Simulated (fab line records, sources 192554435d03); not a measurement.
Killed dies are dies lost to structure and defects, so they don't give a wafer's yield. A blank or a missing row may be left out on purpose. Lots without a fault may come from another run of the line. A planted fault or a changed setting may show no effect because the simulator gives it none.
Chamber matching | flow n5_finfet | N5_SD_EPI_P_ETCH_36 on rie_diel-02: 4 sister chambers
The step etches SiARC in CF4, target depth 45.5 nm, time 75.8 s. 22 wafers are shown with their chamber, then 11 later ones without.

WAFERS WITH THEIR CHAMBER
wafer  | chamber | throttle_valve_pct (%) | drypump_motor_current_A (A) | showerhead_plenum_p_Torr (Torr)
L076.1 | 1       | 15.21                  | 5.9                         | 2.09
L076.3 | 3       | 16.05                  | 5.1                         | 2.09
L076.6 | 1       | 15.22                  | 5.9                         | 2.09
L077.1 | 0       | 15.93                  | 5.9                         | 2.14
L077.3 | 2       | 15.50                  | 5.8                         | 2.13
L077.5 | 3       | 16.04                  | 5.0                         | 2.09
L084.1 | 0       | 15.94                  | 6.0                         | 2.14
L084.3 | 2       | 15.52                  | 5.8                         | 2.13
L084.4 | 1       | 15.24                  | 5.9                         | 2.09
L085.1 | 0       | 15.94                  | 6.0                         | 2.14
L085.2 | 3       | 16.05                  | 5.1                         | 2.08
L085.4 | 1       | 15.25                  | 5.9                         | 2.09
L086.1 | 2       | 15.53                  | 5.8                         | 2.13
L086.2 | 3       | 16.07                  | 5.1                         | 2.08
L086.5 | 2       | 15.54                  | 5.8                         | 2.13
L088.2 | 2       | 15.53                  | 5.7                         | 2.13
L088.3 | 1       | 15.25                  | 5.9                         | 2.09
L088.5 | 2       | 15.52                  | 5.8                         | 2.13
L089.2 | 0       | 15.94                  | 6.0                         | 2.13
L089.4 | 3       | 16.09                  | 5.0                         | 2.08
L089.6 | 3       | 16.08                  | 5.1                         | 2.08
L091.1 | 0       | 15.97                  | 5.9                         | 2.13

SIGNATURES (means of the wafers above)
reading                  | chamber 0 | chamber 1 | chamber 2 | chamber 3 | scatter within a chamber
throttle_valve_pct       | 15.9440   | 15.2340   | 15.5233   | 16.0633   | 0.0168
drypump_motor_current_A  | 5.960     | 5.900     | 5.783     | 5.067     | 0.0432
showerhead_plenum_p_Torr | 2.1360    | 2.0900    | 2.1300    | 2.0833    | 0.00375
Rule: a wafer's distance from a chamber is the root of the sum, over the readings, of the square of ((its reading less the chamber's mean) divided by the reading's scatter). The wafer belongs to the nearest chamber; if the next one is less than 2 further off, it can't be placed. The scatter: the root of (the sum of the squares of (reading less its chamber's mean) over the shown wafers, divided by (wafers less chambers)).

WAFERS WITHOUT THEIR CHAMBER
wafer  | throttle_valve_pct (%) | drypump_motor_current_A (A) | showerhead_plenum_p_Torr (Torr)
L091.2 | 15.54                  | 5.8                         | 2.13
L091.3 | 15.27                  | 5.9                         | 2.08
L091.4 | 16.08                  | 5.1                         | 2.08
L091.5 | 15.27                  | 5.9                         | 2.08
L091.6 | 15.96                  | 6.0                         | 2.13
L096.1 | 15.57                  | 5.7                         | 2.12
L096.2 | 15.28                  | 5.9                         | 2.08
L096.3 | 15.98                  | 6.0                         | 2.13
L096.4 | 16.10                  | 5.0                         | 2.08
L096.5 | 15.99                  | 6.0                         | 2.13
L096.6 | 15.29                  | 5.9                         | 2.08

WHICH CHAMBER EACH WENT THROUGH
wafer  | from the rows above | in truth
L091.2 | 2                   | 2
L091.3 | 1                   | 1
L091.4 | 3                   | 3
L091.5 | 1                   | 1
L091.6 | 0                   | 0
L096.1 | 2                   | 2
L096.2 | 1                   | 1
L096.3 | 0                   | 0
L096.4 | 3                   | 3
L096.5 | 0                   | 0
L096.6 | 1                   | 1
Placed correctly: 11 of 11. Can't be placed from these rows: 0. Placed wrongly: 0.
